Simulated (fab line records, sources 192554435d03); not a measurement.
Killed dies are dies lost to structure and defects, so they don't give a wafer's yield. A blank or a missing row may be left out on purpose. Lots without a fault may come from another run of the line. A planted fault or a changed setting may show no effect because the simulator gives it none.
fab line records | flow n5_finfet
record lots=6 wafers=17 last_day=18
route steps=1938 shown BEOL_M7@1297
lots that met no fault: from a run of the same line without faults
start_h: hours from the record's first day to the start of the lot's first wafer shown | wait_h: hours since the lot's step before | " the same as in the row above | L1.1+2: a row that stands for several wafers | - no value, or no start given | * or withheld: withheld | < > ~ a bound
route shown NAME@n: a module of which the file shows steps, and the number in the route of the first | usual: mean/standard deviation of fault-free wafers | same: alike in all rows | chamber/n: place in a boat | sites: the reading at each site | _std_site: their standard deviation | _edge_site: outer sites' mean less inner sites' | radius_mm: how far each site lies from the wafer's centre | mask NAME#n: copy n | behind: the tool/chamber that last shaped the wafer | hold: why the lot was held/for how many hours/how that ended | device: the transistor (n, p or np) that didn't switch | end of line: the same wafers' tests at the end of the route | a step without rows: its recipe alone | killed: dies lost to structure and defects at the first sort, not the wafer's yield | map: a wafer's dies, x killed, . not, _ none there
set.NAME: the setting as run; set.NAME@STEP: as run at that earlier step | model.NAME: the simulator's own value behind a step, which no gauge read
lots at some steps of the route; a table a step, a row a wafer
services: from which hour (start_h, from the record's first day; less than 0 if before it) a tool's chamber was out of use, for how many hours, and why
## steps
# step N5_BEOL_M7_OVL_MEAS_29
# recipe points_per_wafer=522
# usual V6_OVL=0.0/0.69
# columns lot.wafer tool chamber start_h wait_h V6_OVL[nm]
L137.1 overlay-02 0 216.65 0.0 1.2
L137.2 " 0 " " 0.6
L137.3 " 0 " " 0.9
L142.1 overlay-02 0 263.66 0.0 -0.6
L142.6 " 0 " " 0.0
L145.4 overlay-02 0 281.43 0.0 -0.6
L145.5 " 0 " " 0.7
L145.6 " 0 " " -0.1
L150.1 overlay-02 0 305.86 0.0 0.6
L150.5 " 0 " " 0.1
L150.6 " 0 " " -0.1
L154.4 overlay-01 0 332.32 0.0 0.3
L154.5 " 0 " " 0.5
L154.6 " 0 " " -0.6
L157.2 overlay-02 0 345.20 0.0 -0.8
L157.4 " 0 " " -1.4
L157.5 " 0 " " -0.7
# step N5_BEOL_M7_INSPECT_30
# recipe mode=adi inspect_instrument=brightfield
# usual raw_defect_count=441/97
# columns lot.wafer tool chamber start_h wait_h raw_defect_count
L137.1 defect_inspect-02 - 216.71 0.1 387
L137.2 " - " " 357
L137.3 " - " " 428
L142.1 defect_inspect-02 - 263.72 0.1 482
L142.6 " - " " 449
L145.4 defect_inspect-01 - 281.47 0.0 502
L145.5 " - " " 394
L145.6 " - " " 414
L150.1 defect_inspect-02 - 305.92 0.1 671
L150.5 " - " " 545
L150.6 " - " " 480
L154.4 defect_inspect-01 - 332.36 0.0 449
L154.5 " - " " 447
L154.6 " - " " 420
L157.2 defect_inspect-02 - 345.25 0.0 467
L157.4 " - " " 408
L157.5 " - " " 466
# step N5_BEOL_M7_DESCUM_33
# recipe chemistry=O2 time_s=7 source_power_w=50 bias_power_w=20 pressure_mtorr=20 rf_frequency_hz=2.712e+07 temp_c=40 resist=CAR-EUV o2_flow_sccm=225
# usual drypump_motor_current_A=5.5/0.36 oes_product_au=0.80/0.085 rf_vpp_V=243.1/1.2 showerhead_plenum_p_Torr=2.10/0.057 throttle_valve_pct=20.42/0.22
# columns lot.wafer tool chamber start_h wait_h drypump_motor_current_A oes_product_au rf_hours_counter_h rf_vpp_V showerhead_plenum_p_Torr throttle_valve_pct
L137.1 rie_diel-03 1 216.74 0.0 5.1 0.80 95 244.2 2.11 20.25
L137.2 " 3 " " 5.4 0.75 156 243.3 2.08 20.63
L137.3 " 2 " " 5.8 0.70 197 244.8 2.16 20.15
L142.1 rie_diel-05 3 263.79 0.1 5.4 0.75 148 244.2 2.09 20.20
L142.6 " 1 " " 4.9 0.85 - 241.8 2.03 20.22
L145.4 rie_diel-05 1 281.52 0.0 4.9 0.83 - 241.3 2.03 20.23
L145.5 " 2 " " 5.8 0.79 - 242.8 2.09 20.74
L145.6 " 3 " " 5.4 0.73 - 243.9 2.09 20.21
L150.1 rie_diel-06 1 305.95 0.0 5.7 0.88 39 245.0 2.22 20.26
L150.5 " 3 " " 5.2 0.91 - 242.7 2.05 20.41
L150.6 " 0 " " 5.4 0.70 - 241.6 2.06 20.71
L154.4 rie_diel-03 2 332.63 0.3 5.8 0.67 228 244.4 2.15 20.20
L154.5 " 3 " " 5.4 0.72 - 242.8 2.07 20.69
L154.6 " 0 " " 6.2 0.85 - 241.5 2.04 20.20
L157.2 rie_diel-05 3 345.28 0.0 5.4 0.72 175 242.3 2.08 20.24
L157.4 " 2 " " 5.8 0.77 150 242.7 2.08 20.78
L157.5 " 1 " " 4.9 0.81 - 241.3 2.02 20.26
# step N5_BEOL_M7_ETCH_72
# recipe chemistry=N2/H2 target=underlayer target_depth_a=65 mask_material=CAR-EUV time_s=5.2 ion_energy_ev=200 pressure_mtorr=30 source_w=840 bias_w=150 n2_flow_sccm=200 h2_flow_sccm=200 ends=cleared
# usual drypump_motor_current_A=5.5/0.37 etch_rf_on_time_s=5.18/0.092 oes_product_au=0.68/0.072 rf_vpp_V=524.0/2.3 showerhead_plenum_p_Torr=2.55/0.069 throttle_valve_pct=17.83/0.24
# columns lot.wafer tool chamber start_h wait_h drypump_motor_current_A etch_rf_on_time_s oes_product_au rf_hours_counter_h rf_vpp_V showerhead_plenum_p_Torr throttle_valve_pct
L137.1 rie_diel-03 1 216.77 0.0 5.1 5.19 0.68 95 523.7 2.56 17.64
L137.2 " 3 " " 5.5 5.10 0.65 156 523.1 2.54 18.14
L137.3 " 2 " " 5.8 5.25 0.59 197 526.2 2.62 17.58
L142.1 rie_diel-05 3 263.83 0.0 5.4 5.34 0.64 148 523.4 2.54 17.59
L142.6 " 1 " " 4.9 5.24 0.71 - 520.4 2.47 17.61
L145.4 rie_diel-05 1 281.55 0.0 4.9 5.13 0.71 - 521.8 2.47 17.61
L145.5 " 2 " " 5.8 5.01 0.69 - 523.6 2.55 18.18
L145.6 " 3 " " 5.4 5.22 0.63 - 526.2 2.54 17.59
L150.1 rie_diel-06 1 305.99 0.0 5.7 5.12 0.76 39 525.6 2.69 17.74
L150.5 " 3 " " 5.2 5.04 0.78 - 521.6 2.47 17.72
L150.6 " 0 " " 5.4 5.26 0.60 - 521.8 2.50 18.15
L154.4 rie_diel-03 2 332.66 0.0 5.7 5.34 0.56 228 524.0 2.60 17.67
L154.5 " 3 " " 5.5 5.18 0.62 - 523.3 2.53 18.20
L154.6 " 0 " " 6.2 5.08 0.73 - 521.6 2.48 17.59
L157.2 rie_diel-05 3 345.32 0.0 5.4 5.36 0.61 175 522.5 2.53 17.65
L157.4 " 2 " " 5.8 5.07 0.66 150 526.3 2.54 18.21
L157.5 " 1 " " 5.0 5.20 0.69 - 521.2 2.46 17.62
# step N5_BEOL_M7_ETCH_65
# recipe chemistry=CF4 target=SiARC target_depth_a=156 mask_material=CAR-EUV time_s=26 ion_energy_ev=80 pressure_mtorr=40 source_w=545 bias_w=36 Ar_flow_sccm=100 cf4_flow_sccm=100 ends=cleared
# step N5_BEOL_M7_ETCH_66
# recipe chemistry=N2/H2 target=SOC target_depth_a=800 overetch_a=160 mask_material=SiARC temp_c=40 time_s=120 ion_energy_ev=200 pressure_mtorr=30 source_w=840 bias_w=150 n2_flow_sccm=200 h2_flow_sccm=200
# step N5_BEOL_M7_STRIP_69
# recipe chemistry=N2/H2 temp_c=40 n2_flow_sccm=200 h2_flow_sccm=200 rf_frequency_hz=6e+07
# step N5_BEOL_M7_STRIP_73
# recipe chemistry=N2/H2 temp_c=40 n2_flow_sccm=200 h2_flow_sccm=200 rf_frequency_hz=6e+07
# step N5_BEOL_M7_VIA_ETCH_34
# recipe chemistry=C4F6/O2 target=SiCOH_lowk target_depth_a=1255 mask_material=SOC taper_deg=4 time_s=50.5 ion_energy_ev=250 pressure_mtorr=30 source_w=345 bias_w=185 Ar_flow_sccm=300 C4F6_flow_sccm=10 O2_flow_sccm=10
# usual drypump_motor_current_A=5.5/0.37 oes_product_au=0.79/0.085 rf_vpp_V=665/6.5 showerhead_plenum_p_Torr=2.86/0.076 throttle_valve_pct=20.91/0.22
# columns lot.wafer tool chamber start_h wait_h drypump_motor_current_A oes_product_au rf_hours_counter_h rf_vpp_V showerhead_plenum_p_Torr throttle_valve_pct
L137.1 rie_diel-03 1 216.92 0.0 5.1 0.80 95 669 2.88 20.74
L137.2 " 3 " " 5.4 0.75 156 657 2.85 21.19
L137.3 " 2 " " 5.8 0.69 197 668 2.94 20.67
L142.1 rie_diel-05 3 263.97 0.0 5.4 0.74 148 680 2.86 20.70
L142.6 " 1 " " 4.9 0.83 - 671 2.77 20.69
L145.4 rie_diel-05 1 281.70 0.0 4.9 0.84 - 671 2.77 20.71
L145.5 " 2 " " 5.8 0.79 - 662 2.85 21.26
L145.6 " 3 " " 5.4 0.74 - 679 2.86 20.73
L150.1 rie_diel-06 1 306.13 0.0 5.7 0.89 39 670 3.02 20.79
L150.5 " 3 " " 5.2 0.92 - 661 2.78 20.86
L150.6 " 0 " " 5.4 0.70 - 657 2.81 21.21
L154.4 rie_diel-03 2 332.81 0.0 5.8 0.67 228 670 2.92 20.72
L154.5 " 3 " " 5.4 0.71 - 656 2.83 21.25
L154.6 " 0 " " 6.2 0.85 - 660 2.78 20.66
L157.2 rie_diel-05 3 345.46 0.0 5.4 0.72 175 682 2.85 20.78
L157.4 " 2 " " 5.8 0.76 150 661 2.84 21.29
L157.5 " 1 " " 4.9 0.80 - 671 2.76 20.74
# step N5_BEOL_M7_STRIP_76
# recipe chemistry=C4F6/O2 resist=SiARC rf_frequency_hz=6e+07
# step N5_BEOL_M7_STRIP_36
# recipe chemistry=N2/H2 power_w=450 temp_c=40 pressure_mtorr=20 rf_frequency_hz=6e+07 overash_fraction=0.3 bias_power_w=7 h2_frac=0.5 n2_flow_sccm=200 h2_flow_sccm=200
# usual drypump_motor_current_A=5.5/0.37 oes_product_au=0.79/0.085 rf_vpp_V=59.3/1.5 showerhead_plenum_p_Torr=2.54/0.069 throttle_valve_pct=23.61/0.25
# same overash_fraction=0.3
# columns lot.wafer tool chamber start_h wait_h drypump_motor_current_A oes_product_au rf_hours_counter_h rf_vpp_V showerhead_plenum_p_Torr throttle_valve_pct
L137.1 rie_diel-03 1 216.97 0.0 5.1 0.81 95 58.6 2.56 23.47
L137.2 " 3 " " 5.4 0.73 156 61.5 2.54 23.94
L137.3 " 2 " " 5.8 0.69 197 59.0 2.61 23.31
L142.1 rie_diel-05 3 264.03 0.0 5.4 0.75 148 60.7 2.54 23.33
L142.6 " 1 " " 4.9 0.84 - 57.3 2.46 23.30
L145.4 rie_diel-05 1 281.76 0.0 4.9 0.82 - 57.7 2.46 23.35
L145.5 " 2 " " 5.8 0.80 - 59.1 2.55 24.02
L145.6 " 3 " " 5.4 0.74 - 59.5 2.53 23.34
L150.1 rie_diel-06 1 306.18 0.0 5.7 0.89 39 62.9 2.69 23.58
L150.5 " 3 " " 5.1 0.93 - 58.2 2.47 23.50
L150.6 " 0 " " 5.4 0.70 - 61.2 2.50 23.97
L154.4 rie_diel-03 2 332.86 0.0 5.8 0.68 228 57.3 2.60 23.31
L154.5 " 3 " " 5.4 0.72 - 62.2 2.53 24.00
L154.6 " 0 " " 6.2 0.85 - 57.4 2.48 23.43
L157.2 rie_diel-05 3 345.52 0.0 5.4 0.72 175 60.0 2.52 23.36
L157.4 " 2 " " 5.8 0.77 150 58.7 2.54 24.03
L157.5 " 1 " " 4.9 0.80 - 58.8 2.45 23.36
# step N5_BEOL_M7_TRENCH_ETCH_37
# recipe chemistry=C4F6/O2 target_depth_a=934.78 target=SiCOH_lowk time_s=31.2 ion_energy_ev=250 pressure_mtorr=30 source_w=345 bias_w=185 Ar_flow_sccm=300 C4F6_flow_sccm=10 O2_flow_sccm=10
# step N5_BEOL_M7_ETCH_41
# recipe chemistry=CH3F/O2 target=SiCN target_depth_a=319 taper_deg=2 time_s=57.8 ion_energy_ev=120 mask_material=TiN pressure_mtorr=30 source_w=395 bias_w=75 Ar_flow_sccm=150 CH3F_flow_sccm=30 O2_flow_sccm=20
# usual drypump_motor_current_A=5.5/0.37 oes_product_au=0.80/0.084 rf_vpp_V=297.5/1.4 showerhead_plenum_p_Torr=2.01/0.056 throttle_valve_pct=16.33/0.23
# columns lot.wafer tool chamber start_h wait_h drypump_motor_current_A oes_product_au rf_hours_counter_h rf_vpp_V showerhead_plenum_p_Torr throttle_valve_pct model.etch.depth_nm
L137.1 rie_diel-03 1 217.04 - 5.1 0.80 95 297.8 2.02 16.15 21.65
L137.2 " 3 " " 5.4 0.75 157 297.6 2.00 16.63 21.86
L137.3 " 2 " " 5.8 0.69 197 297.9 2.07 16.17 21.15
L142.1 rie_diel-05 3 264.10 - 5.4 0.68 148 297.8 2.01 16.15 18.51
L142.6 " 1 " " 4.9 0.77 - 295.6 1.94 16.10 18.85
L145.4 rie_diel-05 1 281.83 - 4.9 0.82 - 295.8 1.94 16.11 21.8
L145.5 " 2 " " 5.8 0.79 - 297.2 2.01 16.67 22.08
L145.6 " 3 " " 5.4 0.67 - 297.1 2.01 16.16 18.15
L150.1 rie_diel-06 1 306.26 - 5.7 0.88 39 300.0 2.13 16.16 22.03
L150.5 " 3 " " 5.2 0.91 - 295.9 1.95 16.24 22.64
L150.6 " 0 " " 5.4 0.70 - 297.2 1.98 16.66 21.64
L154.4 rie_diel-03 2 332.93 - 5.8 0.68 228 299.4 2.06 16.21 21.55
L154.5 " 3 " " 5.4 0.72 - 298.6 1.99 16.68 22.08
L154.6 " 0 " " 6.2 0.85 - 295.9 1.95 16.08 22.03
L157.2 rie_diel-05 3 345.59 - 5.4 0.72 175 296.3 2.00 16.23 21.45
L157.4 " 2 " " 5.9 0.78 150 298.0 2.00 16.71 22.17
L157.5 " 1 " " 4.9 0.81 - 295.4 1.93 16.15 21.98
# step N5_BEOL_M7_STRIP_80
# recipe chemistry=N2/H2 time_s=10 power_w=450 temp_c=40 pressure_mtorr=20 rf_frequency_hz=6e+07 bias_power_w=7 n2_flow_sccm=200 h2_flow_sccm=200
# usual drypump_motor_current_A=5.5/0.37 oes_product_au=0.79/0.085 rf_vpp_V=59.1/0.83 showerhead_plenum_p_Torr=2.54/0.069 throttle_valve_pct=23.61/0.25
# columns lot.wafer tool chamber start_h wait_h drypump_motor_current_A oes_product_au rf_hours_counter_h rf_vpp_V showerhead_plenum_p_Torr throttle_valve_pct
L137.1 rie_diel-03 1 - - 5.1 0.80 95 58.7 2.56 23.49
L137.2 " 3 " " 5.4 0.75 157 58.0 2.54 23.94
L137.3 " 2 " " 5.8 0.69 197 59.2 2.61 23.29
L142.1 rie_diel-05 3 - - 5.4 0.74 148 59.3 2.53 23.34
L142.6 " 1 " " 4.9 0.84 - 60.2 2.46 23.32
L145.4 rie_diel-05 1 - - 4.9 0.83 - 59.1 2.46 23.32
L145.5 " 2 " " 5.9 0.78 - 59.6 2.55 24.00
L145.6 " 3 " " 5.4 0.73 - 59.4 2.53 23.34
L150.1 rie_diel-06 1 - - 5.8 0.88 39 59.7 2.69 23.59
L150.5 " 3 " " 5.2 0.90 - 56.8 2.47 23.48
L150.6 " 0 " " 5.4 0.70 - 58.5 2.50 23.92
L154.4 rie_diel-03 2 - - 5.8 0.68 228 60.8 2.60 23.31
L154.5 " 3 " " 5.4 0.72 - 59.0 2.53 23.98
L154.6 " 0 " " 6.2 0.85 - 59.7 2.48 23.42
L157.2 rie_diel-05 3 - - 5.4 0.72 175 60.0 2.52 23.37
L157.4 " 2 " " 5.8 0.76 150 60.7 2.54 24.04
L157.5 " 1 " " 4.9 0.81 - 59.7 2.45 23.36
## services
# columns tool chamber start_h hours kind
rie_diel-03 0 209.33 4.7 repair
rie_diel-06 0 235.18 4.9 repair
rie_diel-03 0 268.47 1.5 repair
rie_diel-05 0 280.12 21.8 repair
rie_diel-05 0 314.89 - clean
rie_diel-05 0 314.89 - consumable_replace:focus_ring
rie_diel-05 0 314.89 23.4 scheduled_down
rie_diel-05 0 314.89 23.4 vent_cycle
rie_diel-06 2 329.05 5.4 repair
rie_diel-06 0 337.33 - clean
rie_diel-06 0 337.33 - consumable_replace:focus_ring
rie_diel-06 0 337.33 17.5 scheduled_down
rie_diel-06 0 337.33 17.5 vent_cycle
## key
first_sign none at tools or gauges
model_effect step=N5_BEOL_M7_ETCH_41 value=etch.depth_nm without=21.7 struck=18.5
met_at N5_BEOL_M7_ETCH_41
struck_wafers L142.1,L142.6,L145.6
fault kind=process_parameter_drift tool=rie_diel-05 chamber=- onset_h=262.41 steps=N5_BEOL_M7_ETCH_41 channel=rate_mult offset=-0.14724 shape=step end_h=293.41 scope=struck_wafers_only
